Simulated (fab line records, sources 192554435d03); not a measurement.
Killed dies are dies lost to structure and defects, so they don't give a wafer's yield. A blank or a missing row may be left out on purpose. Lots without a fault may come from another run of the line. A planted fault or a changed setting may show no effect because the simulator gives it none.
Chamber matching | flow n5_finfet | N5_BEOL_M4_ETCH_77 on rie_diel-03: 4 sister chambers
The step etches underlayer in N2/H2, target depth 6.5 nm, time 5.2 s. 8 wafers are shown with their chamber, then 8 later ones without.

WAFERS WITH THEIR CHAMBER
wafer  | chamber | showerhead_plenum_p_Torr (Torr) | throttle_valve_pct (%)
L076.5 | 2       | 2.56                            | 17.81
L080.1 | 3       | 2.41                            | 18.08
L080.4 | 0       | 2.44                            | 17.74
L080.5 | 1       | 2.50                            | 18.08
L081.1 | 3       | 2.41                            | 18.05
L081.4 | 0       | 2.44                            | 17.74
L081.5 | 1       | 2.50                            | 18.08
L085.3 | 2       | 2.55                            | 17.87

WAFERS WITHOUT THEIR CHAMBER
wafer  | showerhead_plenum_p_Torr (Torr) | throttle_valve_pct (%)
L085.4 | 2.44                            | 17.77
L085.5 | 2.40                            | 18.09
L086.3 | 2.40                            | 18.10
L086.5 | 2.44                            | 17.77
L086.6 | 2.40                            | 18.11
L092.1 | 2.43                            | 17.77
L092.2 | 2.55                            | 17.84
L092.4 | 2.43                            | 17.77

WHICH CHAMBER EACH WENT THROUGH
wafer  | from the rows above | in truth
L085.4 | 0                   | 0
L085.5 | 3                   | 3
L086.3 | 3                   | 3
L086.5 | 0                   | 0
L086.6 | 3                   | 3
L092.1 | 0                   | 0
L092.2 | 2                   | 2
L092.4 | 0                   | 0
Placed correctly: 8 of 8. Can't be placed from these rows: 0. Placed wrongly: 0.
How it was worked out, from the rows above alone: a wafer's distance from a chamber is the root of the sum, over the readings, of the square of ((its reading less the chamber's mean) divided by the reading's scatter). The wafer belongs to the nearest chamber; if the next one is less than 2 further off, it can't be placed. A chamber's mean is the mean of its shown wafers. The scatter: the root of (the sum of the squares of (reading less its chamber's mean) over the shown wafers, divided by (wafers less chambers)).
